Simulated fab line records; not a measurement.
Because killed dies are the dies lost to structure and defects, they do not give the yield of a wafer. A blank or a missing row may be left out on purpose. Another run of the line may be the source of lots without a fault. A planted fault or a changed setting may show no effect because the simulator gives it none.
Chamber matching ; flow nand-harc ; NHARC_A_CONTACT_DESCUM_74 on rie-diel-08 has 4 sister chambers
The step chemistry O2, time 3 s. 4 wafers are shown with their chamber, then 10 later ones without.

## WAFERS, EACH WITH ITS CHAMBER
wafer;chamber;showerhead-plenum-p-Torr (Torr)
L087.1;0;1.86
L087.5;3;1.97
L094.3;1;2.00
L094.4;2;1.99

## WAFERS WITHOUT THEIR CHAMBER
wafer;showerhead-plenum-p-Torr (Torr)
L094.5;1.86
L095.1;1.99
L095.2;1.96
L095.4;2.00
L096.3;1.96
L096.5;1.96
L096.6;1.85
L097.1;2.00
L097.5;1.99
L097.6;1.96

## EACH ONE'S CHAMBER
wafer;from the rows above;in truth
L094.5;0;0
L095.1;can't be placed: 2 or 1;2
L095.2;3;3
L095.4;can't be placed: 1 or 2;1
L096.3;3;3
L096.5;3;3
L096.6;0;0
L097.1;can't be placed: 1 or 2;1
L097.5;can't be placed: 2 or 1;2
L097.6;3;3
Placed correctly: 6 of 10. From these rows, 4 cannot be placed; in 4 the true chamber is one of the candidates. 0 placed wrongly.
How it was worked out, from the rows above alone: a wafer's distance from a chamber is the root of the sum, over the readings, of the square of ((its reading less the chamber's mean) divided by the reading's scatter). The wafer belongs to the nearest chamber; if the next one is less than 2 further off, it can't be placed. For every chamber, the mean is computed from those of its wafers that are shown. The scatter: root of mean squared gap, hidden wafer to nearest shown wafer, with one shown wafer a chamber.
